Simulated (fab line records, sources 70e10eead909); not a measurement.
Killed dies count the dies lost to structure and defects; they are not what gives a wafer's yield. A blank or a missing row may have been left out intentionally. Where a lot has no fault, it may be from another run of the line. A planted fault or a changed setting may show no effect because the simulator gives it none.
Which tool is to blame? + flow nandHarc + 6 lots with 18 wafers sampled at 5 steps, on a route of 1302 steps

## WHAT THE GAUGES READ, wafer by wafer
NHARC_END_SORT_01.
lot + measured + on + defectLimitedYield (%)

## WHAT TOOL EACH LOT RAN ON (gives the tool, then ch and the chambers of the sampled wafers, and finally the start)
| lot  | NHARC_A_BONDPAD_STRIP_15          | NHARC_THIN_TSV_DEP_43           | NHARC_THIN_TSV_PRE_CLEAN_50            | NHARC_THIN_TSV_DESCUM_35          |
|------|-----------------------------------|---------------------------------|----------------------------------------|-----------------------------------|
| L860 | rieDiel-13 ch 0,3, day 23 17:48   | pecvd-01 ch 0,1,2, day 25 01:45 | pvdSputter-01, day 25 08:40 or earlier | rieDiel-10 ch 0,2,3, day 25 08:40 |
| L862 | rieDiel-02 ch 1,3, day 25 17:25   | pecvd-01 ch 0,1,2, day 26 06:59 | pvdSputter-03, day 26 14:06 or earlier | rieDiel-01 ch 2,3, day 26 14:06   |
| L861 | rieDiel-13 ch 2,3, day 26 01:52   | pecvd-03 ch 0,1,2, day 26 13:59 | pvdSputter-03, day 26 20:44 or earlier | rieDiel-01 ch 1,2,3, day 26 20:44 |
| L868 | rieDiel-03 ch 1,2,3, day 27 07:58 | pecvd-01 ch 0,1,2, day 27 23:20 | pvdSputter-01, day 28 06:28 or earlier | rieDiel-01 ch 0,2, day 28 06:28   |
| L873 | rieDiel-03 ch 1,2,3, day 29 13:28 | pecvd-01 ch 0,1,2, day 30 02:05 | pvdSputter-03, day 30 09:37 or earlier | rieDiel-10 ch 0,2,3, day 30 09:37 |
| L880 | rieDiel-03 ch 0,1,2, day 32 07:25 | pecvd-01 ch 0,1,2, day 32 20:51 | pvdSputter-03, day 33 03:38 or earlier | rieDiel-08 ch 0,2,3, day 33 03:38 |
- NHARC_A_BONDPAD_STRIP_15: strips in O2.
- NHARC_THIN_TSV_DEP_43: deposits SiO2, target thk 1328.5 nm.
- NHARC_THIN_TSV_PRE_CLEAN_50: time 30 s.
- NHARC_THIN_TSV_DESCUM_35: chemistry O2, time 3 s.

## THE ANSWER, worked out from the rows above alone
Rule: the usual values come from the lots themselves. Put in order of their means at a reading, lots are off if they are a third of the lots or fewer, leave a main group of 4 or more, and stand apart from it by a gap of 3 or more times the standard deviation of the main group's means; of several such gaps the widest counts. Not used: any main group whose means are identical at the precision the tables above print for the reading. Also off: a lot with no number at a reading for which 4 or more lots have one. The other lots that the step has rows for count as sound.
No lot is off on any of the readings shown, so nothing can be concluded from this.

## WHAT THE SIMULATOR PUT IN
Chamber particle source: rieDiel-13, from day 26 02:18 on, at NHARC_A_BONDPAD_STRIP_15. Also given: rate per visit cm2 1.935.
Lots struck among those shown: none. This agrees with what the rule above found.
